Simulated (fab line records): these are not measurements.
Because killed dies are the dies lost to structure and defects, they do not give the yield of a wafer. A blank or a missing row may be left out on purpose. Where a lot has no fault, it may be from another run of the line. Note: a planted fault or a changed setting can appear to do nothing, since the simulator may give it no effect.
Chamber matching    flow nandHarc    NHARC_A_STAIRCASE_TRIM_229 on rieDiel-09 has 4 sister chambers
The step chemistry O2, time 211.2 s. 4 wafers are shown with their chamber, then 10 later ones without.

WAFERS, EACH WITH ITS CHAMBER
wafer   chamber  drypumpMotorCurrentA (A)
L088.6  0        5.5
L090.5  3        5.7
L091.1  2        5.4
L091.4  1        6.8

WAFERS WITHOUT THEIR CHAMBER
wafer   drypumpMotorCurrentA (A)
L091.5  5.7
L093.2  6.7
L093.3  5.5
L093.6  5.4
L096.2  5.4
L096.4  5.5
L096.5  5.4
L097.1  5.8
L097.2  5.4
L097.3  6.7

WHICH CHAMBER EACH ONE RAN IN
wafer   from the rows above      in truth
L091.5  3                        3
L093.2  1                        1
L093.3  can't be placed: 0 or 2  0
L093.6  can't be placed: 2 or 0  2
L096.2  can't be placed: 2 or 0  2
L096.4  can't be placed: 0 or 2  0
L096.5  can't be placed: 2 or 0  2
L097.1  3                        3
L097.2  can't be placed: 2 or 0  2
L097.3  1                        1
Correct placement for 4 of the 10. From these rows, 6 cannot be placed; in 6 the true chamber is one of the candidates. Number placed wrongly: 0.
How it was worked out, from the rows above alone: a wafer's distance from a chamber is the root of the sum, over the readings, of the square of ((its reading less the chamber's mean) divided by the reading's scatter). The wafer belongs to the nearest chamber; if the next one is less than 2 further off, it can't be placed. For every chamber, the mean is computed from those of its wafers that are shown. The scatter (one wafer shown for each chamber): square how far every hidden wafer sits from the nearest shown wafer, average those squares and take the square root.
